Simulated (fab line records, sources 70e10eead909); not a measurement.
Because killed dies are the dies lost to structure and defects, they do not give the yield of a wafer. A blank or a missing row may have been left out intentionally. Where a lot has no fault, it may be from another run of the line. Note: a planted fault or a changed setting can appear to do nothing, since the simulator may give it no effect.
Which tool did it? / flow nand_harc / 33 wafers from 11 lots sampled at 4 of the route's 1159 steps

== WHAT THE GAUGES SHOWED, per wafer ==
NHARC_END_SORT_01.
lot=L115; measured=day 19 11:02; on=prober-02; killed_at_other=1 2 1
lot=L127; measured=day 22 10:25; on=prober-02; killed_at_other=76 1 0
lot=L129; measured=day 23 05:09; on=prober-02; killed_at_other=79 1 2
lot=L133; measured=day 23 17:59; on=prober-01; killed_at_other=0 1 1
lot=L134; measured=day 24 12:41; on=prober-02; killed_at_other=3
lot=L135; measured=day 25 07:23; on=prober-02; killed_at_other=0 1 1
lot=L137; measured=day 25 15:08; on=prober-01; killed_at_other=1 0 1

== WHICH TOOL RAN EACH LOT (tool, then ch and the chambers of the sampled wafers, then the start) ==
lot=L115; NHARC_THIN_TSV_PRE_CLEAN_50=pvd_sputter-02, day 19 01:26 or earlier; NHARC_THIN_TSV_DESCUM_35=rie_diel-11 ch 0,2,3, day 19 01:26; NHARC_THIN_TSV_ETCH_59=rie_metal-02 ch 0,1, day 19 01:34
lot=L117; NHARC_THIN_TSV_PRE_CLEAN_50=pvd_sputter-03, day 19 01:53 or earlier; NHARC_THIN_TSV_DESCUM_35=rie_diel-11 ch 0,1,3, day 19 01:53; NHARC_THIN_TSV_ETCH_59=rie_metal-03 ch 0,1, day 19 02:05
lot=L119; NHARC_THIN_TSV_PRE_CLEAN_50=pvd_sputter-03, day 19 21:46 or earlier; NHARC_THIN_TSV_DESCUM_35=rie_diel-06 ch 0,2,3, day 19 21:46; NHARC_THIN_TSV_ETCH_59=rie_metal-01 ch 0,1, day 19 22:00
lot=L121; NHARC_THIN_TSV_PRE_CLEAN_50=pvd_sputter-02, day 20 06:30 or earlier; NHARC_THIN_TSV_DESCUM_35=rie_diel-12 ch 1,2,3, day 20 06:30; NHARC_THIN_TSV_ETCH_59=rie_metal-02 ch 0,1, day 20 06:41
lot=L127; NHARC_THIN_TSV_PRE_CLEAN_50=pvd_sputter-01, day 22 03:43 or earlier; NHARC_THIN_TSV_DESCUM_35=rie_diel-12 ch 0,2,3, day 22 03:43; NHARC_THIN_TSV_ETCH_59=rie_metal-01 ch 0,1, day 22 03:51
lot=L130; NHARC_THIN_TSV_PRE_CLEAN_50=pvd_sputter-01, day 22 07:02 or earlier; NHARC_THIN_TSV_DESCUM_35=rie_diel-12 ch 0,1, day 22 07:02; NHARC_THIN_TSV_ETCH_59=rie_metal-03 ch 0,1, day 22 07:13
lot=L129; NHARC_THIN_TSV_PRE_CLEAN_50=pvd_sputter-03, day 22 19:35 or earlier; NHARC_THIN_TSV_DESCUM_35=rie_diel-06 ch 0,2,3, day 22 19:35; NHARC_THIN_TSV_ETCH_59=rie_metal-01 ch 0,1, day 22 19:43
lot=L133; NHARC_THIN_TSV_PRE_CLEAN_50=pvd_sputter-02, day 23 07:33 or earlier; NHARC_THIN_TSV_DESCUM_35=rie_diel-11 ch 0,1,3, day 23 07:33; NHARC_THIN_TSV_ETCH_59=rie_metal-02 ch 0,1, day 23 07:44
lot=L134; NHARC_THIN_TSV_PRE_CLEAN_50=pvd_sputter-03, day 24 02:15 or earlier; NHARC_THIN_TSV_DESCUM_35=rie_diel-12 ch 1,2,3, day 24 02:15; NHARC_THIN_TSV_ETCH_59=rie_metal-03 ch 0,1, day 24 02:25
lot=L135; NHARC_THIN_TSV_PRE_CLEAN_50=pvd_sputter-03, day 24 23:20 or earlier; NHARC_THIN_TSV_DESCUM_35=rie_diel-12 ch 0,1,3, day 24 23:20; NHARC_THIN_TSV_ETCH_59=rie_metal-03 ch 0,1, day 24 23:27
lot=L137; NHARC_THIN_TSV_PRE_CLEAN_50=pvd_sputter-01, day 25 07:38 or earlier; NHARC_THIN_TSV_DESCUM_35=rie_diel-12 ch 0,2,3, day 25 07:38; NHARC_THIN_TSV_ETCH_59=rie_metal-01 ch 0, day 25 07:47
- NHARC_THIN_TSV_PRE_CLEAN_50: time 30 s.
- NHARC_THIN_TSV_DESCUM_35: chemistry O2, time 3 s.
- NHARC_THIN_TSV_ETCH_59: etches the open film in Cl2/BCl3, target depth 880 nm, time 138.1 s.

== THE ANSWER, worked out from the rows above alone ==
Rule: usual is defined by the lots themselves. The widest of any qualifying gaps counts: lots, ordered by their means at a reading, are off when they make up no more than a third of the lots, leave a main group of 4 or more, and stand apart from it by 3 or more times the standard deviation of that group's means. A main group is skipped when, at the precision printed for the reading in the tables above, its means are all equal. A lot without any number at a reading at which 4 lots or more have one is off too. Where the step has rows for the other lots, those lots are counted as sound.
Off: L127, L129 (NHARC_END_SORT_01, killed_at_other). Mean 1.3 and standard deviation 0.9 in the main group. Neither off nor sound, because the step has no rows for them: L117, L119, L121, L130.
If a tool, at a process step before that reading, ran all the lots that are off and no sound lot after the first of them, it fits. Gauges at NHARC_END_SORT_01: tried the same way as those tools. Because NHARC_THIN_TSV_PRE_CLEAN_50 lacks a start for some lots, the hours and order of its lots are taken from NHARC_THIN_TSV_DESCUM_35. Of those tried, none fits.

== WHAT HAD BEEN PUT IN BY THE SIMULATOR ==
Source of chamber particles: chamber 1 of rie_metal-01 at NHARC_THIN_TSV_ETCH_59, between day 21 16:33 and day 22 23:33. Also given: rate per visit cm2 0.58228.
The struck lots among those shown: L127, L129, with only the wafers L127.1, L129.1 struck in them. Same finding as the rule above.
